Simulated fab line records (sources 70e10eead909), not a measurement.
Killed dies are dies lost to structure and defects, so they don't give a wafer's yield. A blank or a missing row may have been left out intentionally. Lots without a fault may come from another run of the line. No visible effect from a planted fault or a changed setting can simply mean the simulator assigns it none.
Which tool is to blame? | flow nand-harc | 42 wafers from 14 lots sampled at 2 of the route's 1302 steps

## WHAT EACH GAUGE READ, for each wafer
NHARC_A_CONTACT_CD_MEAS_53. Usual: cd-nm reads 289.6 nm (standard deviation 0.65).
lot  | measured     | on        | cd-nm (nm)        | flag
L609 | day 22 04:05 | cd-sem-02 | 288.4 288.6 288.9 |
L611 | day 22 12:52 | cd-sem-03 | 288.5 288.4 288.5 |
L612 | day 22 16:49 | cd-sem-02 | 290.1 289.8 289.9 |
L613 | day 23 18:18 | cd-sem-03 | 289.8 289.6 290.4 |
L615 | day 24 09:29 | cd-sem-03 | 290.1 290.3 290.8 |
L614 | day 24 09:45 | cd-sem-02 | 289.2 289.0 288.8 |
L621 | day 25 19:50 | cd-sem-02 | 290.0 289.4 290.0 |
L619 | day 25 21:06 | cd-sem-02 | 289.1 289.0 288.9 |
L623 | day 27 21:23 | cd-sem-02 | 289.2 289.0 288.9 |
L626 | day 29 03:46 | cd-sem-01 | 288.9 289.0 289.0 |
L627 | day 29 04:36 | cd-sem-03 | 290.1 290.4 289.7 |
L630 | day 30 02:02 | cd-sem-01 | 289.1 288.9 289.0 |
L631 | day 30 19:10 | cd-sem-03 | 289.9 290.1 290.1 |
L632 | day 31 14:03 | cd-sem-01 | 289.2 290.1 289.8 |

## EACH LOT AND THE TOOL THAT RAN IT (in order: tool; ch and the chambers of the sampled wafers; start)
lot  | NHARC_A_CONTACT_ETCH_115
L609 | har-cap-etch-03 ch 0,1, day 22 00:56
L611 | har-cap-etch-02 ch 0,1, day 22 10:13
L612 | har-cap-etch-03 ch 0,1, day 22 14:17
L613 | har-cap-etch-02 ch 0,1, day 23 15:44
L615 | har-cap-etch-01 ch 0,1, day 24 06:42
L614 | har-cap-etch-02 ch 0,1, day 24 07:11
L621 | har-cap-etch-03 ch 0,1, day 25 17:17
L619 | har-cap-etch-02 ch 0,1, day 25 18:33
L623 | har-cap-etch-03 ch 0,1, day 27 18:52
L626 | har-cap-etch-02 ch 0, day 29 01:13
L627 | har-cap-etch-01 ch 0,1, day 29 02:03
L630 | har-cap-etch-03 ch 0,1, day 29 23:30
L631 | har-cap-etch-03 ch 0,1, day 30 16:34
L632 | har-cap-etch-03 ch 1, day 31 11:26
- NHARC_A_CONTACT_ETCH_115: etches the open film in C4F8/O2/Ar, time 190 s, target depth 1850 nm.

## WHAT THE TOOLS THEMSELVES READ (means of the sampled wafers that have a number; where no wafer has one, the mark that the record gives instead)
The record holds no such reading with a usual standard deviation.

## THE ANSWER, worked out from the rows above alone
Rule: lot off if the mean of its wafers having a number is beyond 3 standard deviations from the usual mean. Also off: a lot with no number at a reading for which 4 or more lots have one. All remaining lots with rows at the step are treated as sound. First the gauges in route order, then the tools' own readings, where a lot's mean is used as printed above. The first step at which some lot is off is used, and at that step the reading that is off furthest; a lot without a number counts as furthest.
None of the lots is off at any reading shown; this tells nothing.

## WHAT WAS PUT IN BY THE SIMULATOR
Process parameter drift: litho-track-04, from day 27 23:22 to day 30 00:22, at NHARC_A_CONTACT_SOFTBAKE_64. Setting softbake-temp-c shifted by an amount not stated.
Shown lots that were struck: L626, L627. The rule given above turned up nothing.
